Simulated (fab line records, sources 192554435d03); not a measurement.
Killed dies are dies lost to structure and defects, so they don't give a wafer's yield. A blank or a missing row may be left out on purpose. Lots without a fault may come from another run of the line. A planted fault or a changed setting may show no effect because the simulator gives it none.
fab line records | flow n5_finfet
record lots=14 wafers=41 last_day=18
route steps=1938 shown BEOL_M10@1535 BEOL_M11@1565
lots that met no fault: from a run of the same line without faults
start_h: hours from the record's first day to the start of the lot's first wafer shown | wait_h: hours since the lot's step before | " the same as in the row above | L1.1+2: a row that stands for several wafers | - no value, or no start given | * or withheld: withheld | < > ~ a bound
route shown NAME@n: a module of which the file shows steps, and the number in the route of the first | usual: mean/standard deviation of fault-free wafers | same: alike in all rows | chamber/n: place in a boat | sites: the reading at each site | _std_site: their standard deviation | _edge_site: outer sites' mean less inner sites' | radius_mm: how far each site lies from the wafer's centre | mask NAME#n: copy n | behind: the tool/chamber that last shaped the wafer | hold: why the lot was held/for how many hours/how that ended | device: the transistor (n, p or np) that didn't switch | end of line: the same wafers' tests at the end of the route | a step without rows: its recipe alone | killed: dies lost to structure and defects at the first sort, not the wafer's yield | map: a wafer's dies, x killed, . not, _ none there
set.NAME: the setting as run; set.NAME@STEP: as run at that earlier step | model.NAME: the simulator's own value behind a step, which no gauge read
steps of the route over a sample of lots; a table a step, a row a wafer
services: from which hour (start_h, from the record's first day; less than 0 if before it) a tool's chamber was out of use, for how many hours, and why
## steps
# step N5_BEOL_M10_INSPECT_58
# recipe inspect_instrument=darkfield mode=post_dep
# usual raw_defect_count=81/27
# columns lot.wafer tool chamber start_h wait_h raw_defect_count
L716.1 defect_inspect-02 - 249.24 0.0 96
L716.5 " - " " 121
L716.6 " - " " 83
L719.3 defect_inspect-02 - 260.47 0.0 91
L719.4 " - " " 80
L719.6 " - " " 72
L717.2 defect_inspect-02 - 269.27 0.0 78
L717.3 " - " " 106
L717.6 " - " " 63
L720.1 defect_inspect-02 - 289.29 0.0 67
L720.2 " - " " 96
L720.6 " - " " 60
L722.1 defect_inspect-02 - 295.44 0.0 87
L722.2 " - " " 57
L722.6 " - " " 67
L721.1 defect_inspect-01 - 302.74 0.0 109
L721.3 " - " " 108
L721.6 " - " " 65
L724.1 defect_inspect-01 - 307.05 0.0 58
L724.2 " - " " 68
L724.5 " - " " 73
L723.1 defect_inspect-01 - 330.57 0.0 54
L723.3 " - " " 53
L723.5 " - " " 85
L728.2 defect_inspect-02 - 332.88 0.0 137
L728.6 " - " " 94
L727.1 defect_inspect-01 - 335.92 0.0 131
L727.5 " - " " 92
L727.6 " - " " 113
L731.3 defect_inspect-02 - 360.75 0.0 95
L731.4 " - " " 99
L731.5 " - " " 109
L734.1 defect_inspect-02 - 365.90 0.0 111
L734.2 " - " " 84
L734.4 " - " " 178
L735.2 defect_inspect-02 - 370.35 0.0 98
L735.5 " - " " 49
L735.6 " - " " 68
L736.1 defect_inspect-01 - 391.24 0.0 74
L736.2 " - " " 82
L736.3 " - " " 74
# step N5_BEOL_M11_EXPOSE_25
# recipe mask_id=V10 na=1.35 source_shape=annular sigma_inner=0.5 sigma_outer=0.8 polarization=unpolarized dose_mj=85.5
# usual exposure_dose_mJ_cm2=85.49/0.079 focus_offset_nm=0.1/0.48 sigma_inner=0.5/0
# columns lot.wafer tool chamber start_h wait_h mask exposure_dose_mJ_cm2 focus_offset_nm sigma_inner
L716.1 arfi_scanner-01 0 257.40 - V10#0 85.51 -0.3 0.5
L716.5 " 0 " " V10#0 85.49 0.1 0.5
L716.6 " 0 " " V10#0 85.46 0.2 0.5
L719.3 arfi_scanner-01 0 265.22 - V10#0 85.47 -0.3 0.5
L719.4 " 0 " " V10#0 85.44 0.1 0.5
L719.6 " 0 " " V10#0 85.60 -0.2 0.5
L717.2 arfi_scanner-02 0 273.57 - V10#0 85.52 0.8 0.5
L717.3 " 0 " " V10#0 85.52 0.0 0.5
L717.6 " 0 " " V10#0 85.49 -0.1 0.5
L720.1 arfi_scanner-02 0 295.45 - V10#0 85.50 -0.3 0.5
L720.2 " 0 " " V10#0 85.43 0.2 0.5
L720.6 " 0 " " V10#0 85.29 -0.3 0.5
L722.1 arfi_scanner-01 0 299.41 - V10#0 85.39 -0.1 0.5
L722.2 " 0 " " V10#0 85.51 0.3 0.5
L722.6 " 0 " " V10#0 85.39 0.4 0.5
L721.1 arfi_scanner-03 0 306.77 - V10#0 85.56 -0.5 0.5
L721.3 " 0 " " V10#0 85.48 0.7 0.5
L721.6 " 0 " " V10#0 85.48 0.2 0.5
L724.1 arfi_scanner-03 0 312.51 - V10#0 85.34 0.1 0.5
L724.2 " 0 " " V10#0 85.49 0.0 0.5
L724.5 " 0 " " V10#0 85.46 0.2 0.5
L723.1 arfi_scanner-02 0 333.83 - V10#0 85.46 0.3 0.5
L723.3 " 0 " " V10#0 85.52 0.5 0.5
L723.5 " 0 " " V10#0 85.41 0.5 0.5
L728.2 arfi_scanner-01 - 337.98 - V10#0 - - -
L728.6 " - " " V10#0 - - -
L727.1 arfi_scanner-01 - 342.64 - V10#0 - - -
L727.5 " - " " V10#0 - - -
L727.6 " - " " V10#0 - - -
L731.3 arfi_scanner-03 0 365.07 - V10#0 85.53 -0.1 0.5
L731.4 " 0 " " V10#0 85.56 0.3 0.5
L731.5 " 0 " " V10#0 85.37 0.4 0.5
L734.1 arfi_scanner-01 0 372.32 - V10#0 85.23 -0.4 0.5
L734.2 " 0 " " V10#0 85.54 0.6 0.5
L734.4 " 0 " " V10#0 85.51 -0.1 0.5
L735.2 arfi_scanner-01 0 376.13 - V10#0 85.57 -0.1 0.5
L735.5 " 0 " " V10#0 85.62 0.4 0.5
L735.6 " 0 " " V10#0 85.59 -0.5 0.5
L736.1 arfi_scanner-03 0 394.96 - V10#0 85.50 0.0 0.5
L736.2 " 0 " " V10#0 85.49 0.2 0.5
L736.3 " 0 " " V10#0 85.25 0.3 0.5
# step N5_BEOL_M11_CD_MEAS_28
# recipe target_cd_nm=70 landing_energy_ev=500 detector=se_inlens polarity=opening
# usual cd_nm=70.0/0.89
# columns lot.wafer tool chamber start_h wait_h cd_nm
L716.1 cd_sem-03 0 257.54 - 69.3
L716.5 " 0 " " 69.9
L716.6 " 0 " " 70.1
L719.3 cd_sem-01 0 265.34 - 68.9
L719.4 " 0 " " 69.3
L719.6 " 0 " " 68.0
L717.2 cd_sem-01 0 273.69 - 71.2
L717.3 " 0 " " 70.2
L717.6 " 0 " " 71.5
L720.1 cd_sem-03 0 295.58 - 70.7
L720.2 " 0 " " 71.9
L720.6 " 0 " " 71.6
L722.1 cd_sem-02 0 299.55 - 69.3
L722.2 " 0 " " 70.4
L722.6 " 0 " " 69.6
L721.1 cd_sem-02 0 306.91 - 71.6
L721.3 " 0 " " 71.8
L721.6 " 0 " " 71.4
L724.1 cd_sem-03 0 312.64 - 69.5
L724.2 " 0 " " 69.1
L724.5 " 0 " " 69.2
L723.1 cd_sem-02 0 333.96 - 70.7
L723.3 " 0 " " 71.6
L723.5 " 0 " " 70.9
L728.2 cd_sem-01 0 338.11 - -
L728.6 " 0 " " -
L727.1 cd_sem-01 0 342.77 - -
L727.5 " 0 " " -
L727.6 " 0 " " -
L731.3 cd_sem-03 0 365.19 - 69.0
L731.4 " 0 " " 68.6
L731.5 " 0 " " 69.0
L734.1 cd_sem-02 0 372.46 - 69.8
L734.2 " 0 " " 68.9
L734.4 " 0 " " 70.3
L735.2 cd_sem-03 0 376.26 - 70.2
L735.5 " 0 " " 69.2
L735.6 " 0 " " 70.1
L736.1 cd_sem-01 0 395.09 - 69.4
L736.2 " 0 " " 68.8
L736.3 " 0 " " 69.4
# step N5_BEOL_M11_ETCH_65
# recipe chemistry=CF4 target=SiARC target_depth_a=390 mask_material=CAR-ArF time_s=65 ion_energy_ev=80 pressure_mtorr=40 source_w=545 bias_w=36 Ar_flow_sccm=100 cf4_flow_sccm=100 ends=cleared
# usual drypump_motor_current_A=5.5/0.33 etch_rf_on_time_s=64.7/0.99 oes_product_au=0.68/0.074 rf_fwd_power_W=538.6/2.1 rf_vpp_V=184.1/1.2 showerhead_plenum_p_Torr=2.14/0.072 throttle_valve_pct=15.51/0.23
# columns lot.wafer tool chamber start_h wait_h drypump_motor_current_A etch_rf_on_time_s oes_product_au rf_fwd_power_W rf_hours_counter_h rf_vpp_V showerhead_plenum_p_Torr throttle_valve_pct
L716.1 rie_diel-03 2 257.66 0.0 5.3 65.1 0.62 537.4 189 182.4 2.13 16.12
L716.5 " 0 " " 5.6 64.7 0.61 538.9 - 183.1 2.12 15.58
L716.6 " 1 " " 5.3 65.1 0.65 539.9 - 181.4 1.98 15.42
L719.3 rie_diel-01 2 265.47 0.0 5.7 65.7 0.59 543.6 239 182.4 2.11 15.85
L719.4 " 3 " " 5.6 63.4 0.64 539.0 154 183.0 2.07 15.37
L719.6 " 2 " " 5.7 65.2 0.59 539.7 - 184.0 2.11 15.84
L717.2 rie_diel-06 3 274.02 0.0 5.1 66.0 0.60 538.2 240 182.3 2.02 15.70
L717.3 " 0 " " 5.4 63.9 0.73 538.0 81 184.2 2.16 15.33
L717.6 " 3 " " 5.1 66.9 0.59 535.6 - 182.7 2.03 15.70
L720.1 rie_diel-06 2 295.71 0.0 5.9 65.6 0.65 533.9 132 184.5 2.23 15.36
L720.2 " 3 " " 5.1 66.7 0.59 539.2 245 182.0 2.02 15.68
L720.6 " 3 " " 5.1 66.3 0.59 540.4 - 183.5 2.02 15.69
L722.1 rie_diel-06 2 299.67 0.0 5.9 64.5 0.65 539.6 133 184.6 2.23 15.37
L722.2 " 0 " " 5.4 64.0 0.71 539.4 86 184.9 2.16 15.33
L722.6 " 2 " " 5.9 64.6 0.66 537.7 - 183.9 2.23 15.36
L721.1 rie_diel-06 2 307.06 0.0 6.0 65.0 0.65 536.8 136 184.8 2.23 15.37
L721.3 " 0 " " 5.5 63.4 0.71 535.9 89 184.3 2.16 15.34
L721.6 " 2 " " 6.0 64.4 0.66 535.4 - 185.4 2.23 15.37
L724.1 rie_diel-01 0 312.77 0.0 5.1 64.7 0.68 537.0 104 184.1 2.16 15.80
L724.2 " 3 " " 5.6 64.9 0.62 541.7 169 182.7 2.06 15.42
L724.5 " 3 " " 5.6 65.2 0.62 539.0 - 183.0 2.06 15.43
L723.1 rie_diel-01 2 334.08 0.0 5.7 66.1 0.83 540.7 1 183.3 2.11 15.38
L723.3 " 0 " " 5.1 65.3 0.67 542.0 113 183.7 2.16 15.81
L723.5 " 0 " " 5.1 65.5 0.66 538.9 - 181.9 2.16 15.80
L728.2 rie_diel-06 0 338.23 0.0 5.4 63.3 0.31 538.4 100 184.7 2.16 15.34
L728.6 " 0 " " 5.4 63.3 0.31 539.5 - 184.9 2.16 15.36
L727.1 rie_diel-06 1 342.90 0.0 6.0 63.4 0.31 538.4 79 183.3 2.17 15.36
L727.5 " 0 " " 5.5 63.2 0.30 541.6 - 185.0 2.16 15.36
L727.6 " 3 " " 5.1 65.2 0.37 537.4 - 186.8 2.27 15.21
L731.3 rie_diel-06 0 365.31 0.0 5.5 64.0 0.69 539.2 108 183.9 2.15 15.39
L731.4 " 1 " " 6.0 63.4 0.70 540.6 85 185.5 2.16 15.38
L731.5 " 2 " " 6.0 65.0 0.64 534.6 - 185.3 2.22 15.42
L734.1 rie_diel-01 0 372.70 0.0 5.1 64.8 0.66 538.8 124 183.0 2.15 15.84
L734.2 " 3 " " 5.7 65.1 0.62 538.9 192 181.9 2.05 15.48
L734.4 " 1 " " 5.6 63.2 0.81 540.2 9 184.7 2.18 15.32
L735.2 rie_diel-06 0 376.59 0.0 5.4 63.6 0.69 537.6 112 185.0 2.15 15.39
L735.5 " 1 " " 6.0 63.3 0.70 535.8 - 184.6 2.16 15.39
L735.6 " 0 " " 5.5 64.3 0.69 538.2 - 183.8 2.15 15.39
L736.1 rie_diel-01 1 395.21 0.0 5.6 63.2 0.80 536.5 14 185.4 2.18 15.32
L736.2 " 3 " " 5.7 65.2 0.61 540.9 198 182.7 2.05 15.49
L736.3 " 0 " " 5.1 65.9 0.65 540.8 129 184.0 2.15 15.86
## services
# columns tool chamber start_h hours kind
arfi_scanner-03 - 234.48 0.8 pm
arfi_scanner-02 - 244.51 0.8 pm
arfi_scanner-03 - 244.64 7.2 repair
arfi_scanner-02 - 268.50 1.3 pm
rie_diel-06 2 269.26 3.9 repair
rie_diel-01 0 275.92 17.7 repair
arfi_scanner-03 - 289.58 1.3 pm
arfi_scanner-03 - 291.30 3.9 pm
arfi_scanner-01 - 311.37 1.3 pm
arfi_scanner-02 - 316.36 1.0 pm
arfi_scanner-02 - 317.69 4.9 pm
arfi_scanner-01 - 328.13 3.1 pm
arfi_scanner-01 - 331.42 0.8 pm
arfi_scanner-01 - 343.91 0.3 repair
arfi_scanner-01 - 345.48 1.2 repair
rie_diel-06 0 356.11 2.4 repair
rie_diel-01 0 358.70 5.0 repair
arfi_scanner-02 - 363.23 3.7 repair
rie_diel-01 0 367.00 3.0 repair
rie_diel-06 2 374.77 20.6 repair
arfi_scanner-03 - 375.00 2.3 repair
arfi_scanner-03 - 382.11 1.7 repair
arfi_scanner-01 - 388.29 16.0 pm
arfi_scanner-02 - 394.00 1.3 pm
## key
first_sign step=N5_BEOL_M11_EXPOSE_25 reading=tool_record direction=missing
effect none on later readings
met_at N5_BEOL_M11_EXPOSE_25
struck_lots L727,L728
later_rows_left_out L727.1,L727.5,L727.6,L728.2,L728.6
sort_left_out L727.1,L727.5,L727.6,L728.2,L728.6
not_acting_at N5_BEOL_M10_INSPECT_58,N5_BEOL_M11_CD_MEAS_28,N5_BEOL_M11_ETCH_65
onset_between 299.41 337.98
fault kind=skipped_step_whole tool=arfi_scanner-01 chamber=- onset_h=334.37 steps=N5_BEOL_M11_EXPOSE_25 scope=struck_lots_only
# sort_left_out: the simulated sort isn't trusted on such a fault, so these wafers' sort isn't shown, and their yield isn't known
# later_rows_left_out: the simulator's readings of these wafers behind a module that went badly wrong aren't trusted and aren't shown, but for the sort
